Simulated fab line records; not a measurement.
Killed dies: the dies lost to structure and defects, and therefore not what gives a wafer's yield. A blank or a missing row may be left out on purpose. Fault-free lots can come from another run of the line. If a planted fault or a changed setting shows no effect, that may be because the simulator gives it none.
Matching of chambers || flow n5_finfet || N5_BEOL_M0_SAQP_PECVD_04 on pecvd-03: 3 sister chambers
The step deposits a-Si from SiH4/He, target thk 60 nm, time 60.2 s. 6 wafers are shown with their chamber, then 12 later ones without.

## WAFERS PAIRED WITH THEIR CHAMBERS
{"wafer": "L083.6", "chamber": 1, "showerhead_plenum_p_Torr (Torr)": 5.56, "throttle_valve_pct (%)": 17.8}
{"wafer": "L086.2", "chamber": 1, "showerhead_plenum_p_Torr (Torr)": 5.57, "throttle_valve_pct (%)": 17.8}
{"wafer": "L086.3", "chamber": 2, "showerhead_plenum_p_Torr (Torr)": 5.68, "throttle_valve_pct (%)": 19.4}
{"wafer": "L088.1", "chamber": 2, "showerhead_plenum_p_Torr (Torr)": 5.68, "throttle_valve_pct (%)": 19.4}
{"wafer": "L088.3", "chamber": 0, "showerhead_plenum_p_Torr (Torr)": 5.73, "throttle_valve_pct (%)": 17.5}
{"wafer": "L088.6", "chamber": 0, "showerhead_plenum_p_Torr (Torr)": 5.73, "throttle_valve_pct (%)": 17.6}

## WAFERS MISSING THEIR CHAMBER
{"wafer": "L090.2", "showerhead_plenum_p_Torr (Torr)": 5.73, "throttle_valve_pct (%)": 17.2}
{"wafer": "L090.4", "showerhead_plenum_p_Torr (Torr)": 5.56, "throttle_valve_pct (%)": 17.8}
{"wafer": "L090.6", "showerhead_plenum_p_Torr (Torr)": 5.71, "throttle_valve_pct (%)": 17.7}
{"wafer": "L091.2", "showerhead_plenum_p_Torr (Torr)": 5.72, "throttle_valve_pct (%)": 17.4}
{"wafer": "L091.4", "showerhead_plenum_p_Torr (Torr)": 5.57, "throttle_valve_pct (%)": 17.8}
{"wafer": "L091.5", "showerhead_plenum_p_Torr (Torr)": 5.72, "throttle_valve_pct (%)": 17.6}
{"wafer": "L094.3", "showerhead_plenum_p_Torr (Torr)": 5.58, "throttle_valve_pct (%)": 17.8}
{"wafer": "L094.4", "showerhead_plenum_p_Torr (Torr)": 5.73, "throttle_valve_pct (%)": 17.4}
{"wafer": "L094.5", "showerhead_plenum_p_Torr (Torr)": 5.74, "throttle_valve_pct (%)": 17.4}
{"wafer": "L092.1", "showerhead_plenum_p_Torr (Torr)": 5.66, "throttle_valve_pct (%)": 17.1}
{"wafer": "L092.2", "showerhead_plenum_p_Torr (Torr)": 5.57, "throttle_valve_pct (%)": 18.0}
{"wafer": "L092.5", "showerhead_plenum_p_Torr (Torr)": 5.73, "throttle_valve_pct (%)": 17.2}

## WHICH CHAMBER EACH WENT THROUGH
{"wafer": "L090.2", "from the rows above": 0, "in truth": 0}
{"wafer": "L090.4", "from the rows above": 1, "in truth": 1}
{"wafer": "L090.6", "from the rows above": 0, "in truth": 0}
{"wafer": "L091.2", "from the rows above": 0, "in truth": 0}
{"wafer": "L091.4", "from the rows above": 1, "in truth": 1}
{"wafer": "L091.5", "from the rows above": 0, "in truth": 0}
{"wafer": "L094.3", "from the rows above": 1, "in truth": 1}
{"wafer": "L094.4", "from the rows above": 0, "in truth": 0}
{"wafer": "L094.5", "from the rows above": 0, "in truth": 0}
{"wafer": "L092.1", "from the rows above": 0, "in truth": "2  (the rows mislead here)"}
{"wafer": "L092.2", "from the rows above": 1, "in truth": 1}
{"wafer": "L092.5", "from the rows above": 0, "in truth": 0}
11 of 12 placed correctly. From these rows, 0 cannot be placed. Wrongly placed: 1.
How it was worked out, from the rows above alone: a wafer's distance from a chamber is the root of the sum, over the readings, of the square of ((its reading less the chamber's mean) divided by the reading's scatter). If the next closest chamber is less than 2 further off than the closest, the wafer can't be placed; otherwise it belongs to the closest. For every chamber, the mean is computed from those of its wafers that are shown. The scatter: the root of (the sum of the squares of (reading less its chamber's mean) over the shown wafers, divided by (wafers less chambers)).
